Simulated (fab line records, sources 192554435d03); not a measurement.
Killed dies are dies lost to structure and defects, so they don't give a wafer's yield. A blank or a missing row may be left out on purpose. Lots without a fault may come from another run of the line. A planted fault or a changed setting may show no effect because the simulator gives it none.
Which tool did it? | flow n5_finfet | 10 lots, 30 wafers sampled, at 5 steps of a route of 1938

WHAT THE GAUGES READ, wafer by wafer
N5_BEOL_M1_CD_MEAS_28: target cd y 23.3 nm. Usual: cd_nm 23.89 nm, standard deviation 0.26.
lot  | measured     | on        | cd_nm (nm)        | flag
L234 | day 6 21:03  | cd_sem-03 | 23.48 24.30 23.99 |
L239 | day 8 14:24  | cd_sem-01 | 23.94 24.24 23.93 |
L240 | day 8 14:36  | cd_sem-02 | 23.98 24.19 23.92 |
L242 | day 8 19:10  | cd_sem-02 | 23.93 24.09 23.87 |
L241 | day 8 19:29  | cd_sem-02 | 24.01 23.95 24.16 |
L249 | day 10 18:08 | cd_sem-03 | 24.08 23.86 23.73 |
L248 | day 10 22:29 | cd_sem-01 | 24.36 23.41 23.40 |
L250 | day 10 22:33 | cd_sem-02 | 24.23 24.30 23.92 |
L251 | day 11 10:53 | cd_sem-03 | 23.80 24.04 23.76 |
L252 | day 11 23:55 | cd_sem-03 | 23.88 24.05 23.74 |

N5_BEOL_M4_RC_MEAS_101. Usual: DIBL_N 36.0 mV/V, standard deviation 1.9; DIBL_P 36.0 mV/V, standard deviation 2.1; IOFF_N 0.155 nA/um, standard deviation 0.029; IOFF_P 0.20 nA/um, standard deviation 0.032; ION_N 672 uA/um, standard deviation 11; ION_P 461 uA/um, standard deviation 6.9; SS_N 71.5 mV/dec, standard deviation 0.58; SS_P 73.2 mV/dec, standard deviation 0.64; VT_N 250.4 mV, standard deviation 2.9; VT_P -251.0 mV, standard deviation 2.8.
lot  | measured     | on        | DIBL_N (mV/V)  | DIBL_P (mV/V)  | IOFF_N (nA/um)    | IOFF_P (nA/um) | ION_N (uA/um) | ION_P (uA/um) | SS_N (mV/dec)  | SS_P (mV/dec)  | VT_N (mV)         | VT_P (mV)            | flag
L234 | day 8 19:07  | prober-02 | 38.1 39.6 39.5 | 39.4 40.4 39.7 | 0.192 0.218 0.213 | 0.26 0.27 0.27 | 696 682 705   | 475 466 478   | 71.6 72.0 71.0 | 74.1 73.4 73.7 | 247.3 244.8 247.4 | -244.9 -248.1 -247.3 |
L239 | day 10 11:44 | prober-01 | 38.1 35.3 37.7 | 38.0 34.2 37.6 | 0.178 0.125 0.177 | 0.22 0.17 0.21 | 688 671 690   | 468 459 464   | 71.8 71.0 71.1 | 73.3 72.6 73.1 | 247.4 253.8 247.6 | -249.7 -253.8 -250.1 |
L240 | day 11 00:58 | prober-01 | 36.0 35.7 34.6 | 37.2 36.8 35.8 | 0.153 0.155 0.135 | 0.21 0.22 0.20 | 688 672 665   | 469 467 466   | 70.9 71.1 71.5 | 74.1 73.8 73.6 | 249.2 250.3 251.7 | -248.9 -250.4 -249.1 |
L242 | day 10 21:57 | prober-01 | 35.5 37.3 35.1 | 34.8 36.5 34.4 | 0.148 0.174 0.130 | 0.20 0.22 0.19 | 677 681 656   | 465 468 456   | 71.8 71.6 71.6 | 72.5 73.5 72.4 | 250.3 250.7 255.0 | -251.6 -251.2 -252.9 |
L241 | day 11 04:49 | prober-02 | 35.4 34.5 34.1 | 35.7 34.6 34.0 | 0.168 0.149 0.137 | 0.22 0.21 0.19 | 680 678 672   | 467 467 458   | 71.2 71.3 71.2 | 73.4 72.5 72.7 | 249.3 247.9 250.8 | -249.5 -250.5 -249.1 |
L249 | day 12 19:56 | prober-02 | 36.7 37.2 38.1 | 37.7 38.2 40.4 | 0.173 0.186 0.202 | 0.23 0.24 0.28 | 684 669 688   | 470 460 475   | 71.7 71.4 72.0 | 73.8 74.2 74.6 | 248.6 245.9 245.9 | -248.9 -247.8 -245.5 |
L248 | day 12 21:11 | prober-01 | 35.9 37.4 35.4 | 37.6 38.4 37.0 | 0.158 0.185 0.133 | 0.19 0.20 0.17 | 682 674 658   | 463 457 456   | 71.7 71.9 71.7 | 73.3 74.1 73.5 | 251.3 250.6 255.4 | -253.3 -255.3 -255.4 |
L250 | day 13 00:13 | prober-02 | 35.1 32.9 35.1 | 36.4 34.1 37.0 | 0.144 0.119 0.155 | 0.21 0.18 0.22 | 677 654 681   | 467 453 469   | 70.6 70.8 71.7 | 73.3 72.2 73.2 | 249.4 250.0 247.5 | -251.5 -251.7 -249.1 |
L251 | day 13 15:59 | prober-02 | 38.0 36.2 38.5 | 36.8 35.3 37.9 | 0.169 0.148 0.187 | 0.22 0.20 0.23 | 676 673 679   | 469 462 460   | 72.0 70.9 71.9 | 73.9 73.6 74.0 | 249.1 250.4 246.4 | -247.3 -249.4 -247.4 |
L252 | day 14 00:02 | prober-02 | 33.6 32.7 34.6 | 33.1 32.2 33.9 | 0.130 0.124 0.132 | 0.18 0.17 0.19 | 675 673 656   | 467 464 457   | 71.5 70.7 70.9 | 72.1 72.4 72.7 | 250.5 255.6 253.0 | -250.3 -251.7 -251.1 |

WHICH TOOL RAN EACH LOT (tool, then ch and the chambers of the sampled wafers, then the start)
lot  | N5_BEOL_M0_DEP_125              | N5_BEOL_M1_PECVD_72             | N5_BEOL_M1_STRIP_66
L234 | pecvd-02 ch 1,2, day 6 19:19    | pecvd-03 ch 0,1,2, day 6 19:33  | rie_diel-01 ch 1,2,3, day 6 20:31
L239 | pecvd-02 ch 1,2, day 8 09:25    | pecvd-02 ch 1,2, day 8 09:39    | rie_diel-05 ch 0,2, day 8 13:46
L240 | pecvd-03 ch 0,1, day 8 09:44    | pecvd-02 ch 0,1, day 8 09:58    | rie_diel-05 ch 0,1,3, day 8 14:00
L242 | pecvd-04 ch 0,2, day 8 16:18    | pecvd-03 ch 0,1, day 8 16:32    | rie_diel-05 ch 0,2,3, day 8 18:37
L241 | pecvd-02 ch 0,1,2, day 8 16:36  | pecvd-02 ch 1,2, day 8 16:50    | rie_diel-01 ch 0,2,3, day 8 18:49
L249 | pecvd-04 ch 0,1,2, day 10 14:07 | pecvd-01 ch 0,1, day 10 14:20   | rie_diel-01 ch 0,1,2, day 10 17:36
L248 | pecvd-02 ch 0,1,2, day 10 17:44 | pecvd-03 ch 0,1,2, day 10 17:59 | rie_diel-05 ch 0,2,3, day 10 21:27
L250 | pecvd-04 ch 0,1, day 10 18:08   | pecvd-03 ch 0,2, day 10 18:22   | rie_diel-05 ch 0,2,3, day 10 21:40
L251 | pecvd-04 ch 0,2, day 11 08:05   | pecvd-02 ch 0,1, day 11 08:20   | rie_diel-04 ch 0,1,3, day 11 10:08
L252 | pecvd-04 ch 0,1,2, day 11 18:46 | pecvd-02 ch 0,2, day 11 19:01   | rie_diel-05 ch 0,1,3, day 11 23:08
- N5_BEOL_M0_DEP_125: deposits SiCN from 3MS/NH3, target thk 8 nm, time 14 s.
- N5_BEOL_M1_PECVD_72: deposits SiO2 from TEOS/O2, target thk 16 nm, time 18 s.
- N5_BEOL_M1_STRIP_66: strips in CF4.

WHAT THE TOOLS THEMSELVES READ (means of the sampled wafers that have a number; where no wafer has one, the mark that the record gives instead)
N5_BEOL_M0_DEP_125. Usual: showerhead_plenum_p_Torr 3.667 Torr, standard deviation 0.01; throttle_valve_pct 8.9 %, standard deviation 0.39.
lot  | tool     | showerhead_plenum_p_Torr (Torr) | throttle_valve_pct (%) | flag
L234 | pecvd-02 | 3.667                           | 8.9                    |
L239 | pecvd-02 | 3.663                           | 8.8                    |
L240 | pecvd-03 | 3.671                           | 9.0                    |
L242 | pecvd-04 | 3.657                           | 9.1                    |
L241 | pecvd-02 | 3.671                           | 8.7                    |
L249 | pecvd-04 | 3.662                           | 9.1                    |
L248 | pecvd-02 | 3.664                           | 8.8                    |
L250 | pecvd-04 | 3.663                           | 9.3                    |
L251 | pecvd-04 | 3.654                           | 8.8                    |
L252 | pecvd-04 | 3.659                           | 9.0                    |

N5_BEOL_M1_PECVD_72. Usual: heater_power_w 775 W, standard deviation 120; showerhead_plenum_p_Torr 8.82 Torr, standard deviation 0.049; throttle_valve_pct 21.7 %, standard deviation 1.1.
lot  | tool     | heater_power_w (W) | showerhead_plenum_p_Torr (Torr) | throttle_valve_pct (%) | flag
L234 | pecvd-03 | 735                | 8.84                            | 21.5                   |
L239 | pecvd-02 | 839                | 8.79                            | 21.9                   |
L240 | pecvd-02 | 842                | 8.80                            | 22.4                   |
L242 | pecvd-03 | 601                | 8.80                            | 22.2                   |
L241 | pecvd-02 | 847                | 8.79                            | 21.1                   |
L249 | pecvd-01 | 830                | 8.85                            | 22.5                   |
L248 | pecvd-03 | 705                | 8.85                            | 21.6                   |
L250 | pecvd-03 | 747                | 8.85                            | 20.8                   |
L251 | pecvd-02 | 845                | 8.81                            | 22.6                   |
L252 | pecvd-02 | 758                | 8.80                            | 21.1                   |

N5_BEOL_M1_STRIP_66. Usual: bias_power_w 74.99 W, standard deviation 0.23; cf4_flow_sccm 150.0 sccm, standard deviation 0.43; drypump_motor_current_A 5.6 A, standard deviation 0.32; oes_product_au 0.77 a.u., standard deviation 0.088; rf_vpp_V 271.2 V, standard deviation 1.2; showerhead_plenum_p_Torr 1.80 Torr, standard deviation 0.052; throttle_valve_pct 13.55 %, standard deviation 0.27.
lot  | tool        | bias_power_w (W) | cf4_flow_sccm (sccm) | drypump_motor_current_A (A) | oes_product_au (a.u.) | rf_vpp_V (V) | showerhead_plenum_p_Torr (Torr) | throttle_valve_pct (%) | flag
L234 | rie_diel-01 | 74.99            | 150.2                | 5.5                         | 0.72                  | 270.2        | 1.76                            | 13.68                  |
L239 | rie_diel-05 | 74.92            | 149.5                | 5.6                         | 0.84                  | 271.7        | 1.86                            | 13.49                  |
L240 | rie_diel-05 | -                | -                    | -                           | -                     | -            | -                               | -                      | OFF
L242 | rie_diel-05 | -                | -                    | -                           | -                     | -            | -                               | -                      | OFF
L241 | rie_diel-01 | -                | -                    | -                           | -                     | -            | -                               | -                      | OFF
L249 | rie_diel-01 | 74.92            | 150.0                | 5.4                         | 0.74                  | 271.0        | 1.78                            | 13.75                  |
L248 | rie_diel-05 | 75.05            | 149.7                | 5.6                         | 0.75                  | 271.9        | 1.81                            | 13.62                  |
L250 | rie_diel-05 | 75.11            | 150.0                | 5.6                         | 0.75                  | 271.0        | 1.81                            | 13.63                  |
L251 | rie_diel-04 | 75.04            | 150.0                | 5.9                         | 0.84                  | 272.2        | 1.84                            | 13.52                  |
L252 | rie_diel-05 | 74.98            | 149.5                | 5.4                         | 0.75                  | 271.7        | 1.82                            | 13.55                  |

THE ANSWER, worked out from the rows above alone
Rule: a lot is off if the mean of its wafers that have a number lies more than 3 standard deviations from the usual mean. A lot without any number at a reading at which 4 lots or more have one is off too. The other lots that the step has rows for count as sound. The gauges are gone through in route order, then the tools' own readings, and for those a lot's mean is taken as printed above. The first step at which some lot is off is used, and at that step the reading that is off furthest; a lot without a number counts as furthest.
Off: L240, L242, L241, at N5_BEOL_M1_STRIP_66 (bias_power_w). Without a number there: L240, L242, L241.
A tool fits if, at that step or a process step before it, it ran every lot that is off, and no sound lot after the first of them. None of those tried fits.

WHAT THE SIMULATOR HAD PUT IN
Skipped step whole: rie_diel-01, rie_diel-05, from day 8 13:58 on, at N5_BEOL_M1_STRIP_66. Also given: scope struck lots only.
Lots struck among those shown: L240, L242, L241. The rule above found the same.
